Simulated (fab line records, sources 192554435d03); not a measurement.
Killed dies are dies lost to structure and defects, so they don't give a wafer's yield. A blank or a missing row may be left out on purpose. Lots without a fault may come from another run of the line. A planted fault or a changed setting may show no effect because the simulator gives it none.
Chamber matching | flow n5_finfet | N5_BEOL_M11_ILD_DEP_00 on pecvd-03: 3 sister chambers
The step deposits SiCOH lowk from DEMS/porogen, target thk 308.51 nm, time 58 s. 14 wafers are shown with their chamber, then 7 later ones without.

WAFERS WITH THEIR CHAMBER
wafer  | chamber | throttle_valve_pct (%) | showerhead_plenum_p_Torr (Torr) | heater_power_w (W)
L080.1 | 0       | 14.0                   | 5.730                           | 271
L080.3 | 0       | 14.1                   | 5.745                           | 271
L080.5 | 2       | 13.1                   | 5.747                           | 217
L085.1 | 1       | 15.5                   | 5.735                           | 266
L085.3 | 0       | 14.1                   | 5.748                           | 290
L085.6 | 0       | 14.2                   | 5.722                           | 294
L089.2 | 0       | 14.1                   | 5.745                           | 219
L089.5 | 1       | 15.4                   | 5.735                           | 256
L089.6 | 0       | 14.2                   | 5.728                           | 234
L090.2 | 1       | 15.6                   | 5.732                           | 231
L090.5 | 0       | 13.8                   | 5.745                           | 279
L090.6 | 2       | 13.4                   | 5.743                           | 233
L091.4 | 0       | 13.9                   | 5.744                           | 288
L091.5 | 2       | 13.5                   | 5.744                           | 269

SIGNATURES (means of the wafers above)
reading                  | chamber 0 | chamber 1 | chamber 2 | scatter within a chamber
throttle_valve_pct       | 14.050    | 15.500    | 13.333    | 0.15
showerhead_plenum_p_Torr | 5.73838   | 5.73400   | 5.74467   | 0.00807
heater_power_w           | 268.25    | 251.00    | 239.67    | 25.8
Rule: a wafer's distance from a chamber is the root of the sum, over the readings, of the square of ((its reading less the chamber's mean) divided by the reading's scatter). The wafer belongs to the nearest chamber; if the next one is less than 2 further off, it can't be placed. The scatter: the root of (the sum of the squares of (reading less its chamber's mean) over the shown wafers, divided by (wafers less chambers)).

WAFERS WITHOUT THEIR CHAMBER
wafer  | throttle_valve_pct (%) | showerhead_plenum_p_Torr (Torr) | heater_power_w (W)
L091.6 | 15.5                   | 5.739                           | 276
L092.2 | 13.9                   | 5.749                           | 293
L092.3 | 13.3                   | 5.753                           | 243
L092.5 | 14.2                   | 5.718                           | 221
L095.3 | 14.0                   | 5.735                           | 288
L095.4 | 15.4                   | 5.723                           | 251
L095.5 | 13.1                   | 5.742                           | 231

WHICH CHAMBER EACH WENT THROUGH
wafer  | from the rows above | in truth
L091.6 | 1                   | 1
L092.2 | 0                   | 0
L092.3 | 2                   | 2
L092.5 | 0                   | 0
L095.3 | 0                   | 0
L095.4 | 1                   | 1
L095.5 | 2                   | 2
Placed correctly: 7 of 7. Can't be placed from these rows: 0. Placed wrongly: 0.
